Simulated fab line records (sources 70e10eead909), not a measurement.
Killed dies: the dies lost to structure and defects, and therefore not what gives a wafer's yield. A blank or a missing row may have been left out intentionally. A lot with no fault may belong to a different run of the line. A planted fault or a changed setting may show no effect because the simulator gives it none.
Chamber matching + flow nandHarc + 4 sister chambers for NHARC_A_CHANNEL_FILL_D1_ALD_16 on aldHk-01
The step deposits SiO2, target thk 1.5 nm, pulse time 10 s, ald cycles 15. 8 wafers are shown with their chamber, then 9 later ones without.

== EACH WAFER AND ITS CHAMBER ==
| wafer  | chamber | heaterPowerW (W) | precursorPulseHeightRel |
|--------|---------|------------------|-------------------------|
| L075.5 | 1       | 579              | 0.993                   |
| L076.5 | 1       | 563              | 1.013                   |
| L085.1 | 2       | 476              | 1.017                   |
| L085.4 | 3       | 460              | 1.008                   |
| L085.5 | 2       | 477              | 1.006                   |
| L086.1 | 3       | 469              | 0.971                   |
| L086.2 | 0       | 413              | 1.021                   |
| L086.5 | 0       | 416              | 0.996                   |

== WAFERS WHOSE CHAMBER IS MISSING ==
| wafer  | heaterPowerW (W) | precursorPulseHeightRel |
|--------|------------------|-------------------------|
| L091.2 | 420              | 0.988                   |
| L091.3 | 476              | 0.998                   |
| L091.4 | 599              | 1.019                   |
| L095.1 | 479              | 1.039                   |
| L095.2 | 465              | 1.000                   |
| L095.5 | 463              | 1.023                   |
| L096.1 | 598              | 1.027                   |
| L096.2 | 483              | 1.009                   |
| L096.5 | 600              | 1.026                   |

== WHICH CHAMBER EACH ONE RAN IN ==
| wafer  | from the rows above     | in truth |
|--------|-------------------------|----------|
| L091.2 | 0                       | 0        |
| L091.3 | can't be placed: 2 or 3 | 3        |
| L091.4 | 1                       | 1        |
| L095.1 | can't be placed: 2 or 3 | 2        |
| L095.2 | can't be placed: 3 or 2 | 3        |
| L095.5 | can't be placed: 3 or 2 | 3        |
| L096.1 | 1                       | 1        |
| L096.2 | 2                       | 2        |
| L096.5 | 1                       | 1        |
5 of 9 placed correctly. Not placeable from these rows: 4 (in 4, the candidates include the true chamber). Number placed wrongly: 0.
How it was worked out, from the rows above alone: a wafer's distance from a chamber is the root of the sum, over the readings, of the square of ((its reading less the chamber's mean) divided by the reading's scatter). The wafer belongs to the nearest chamber; if the next one is less than 2 further off, it can't be placed. A chamber's mean is the mean of its shown wafers. How the scatter is found: for the shown wafers, subtract from each reading the mean of its chamber, square and add these, divide the total by (wafers less chambers), then take the root.
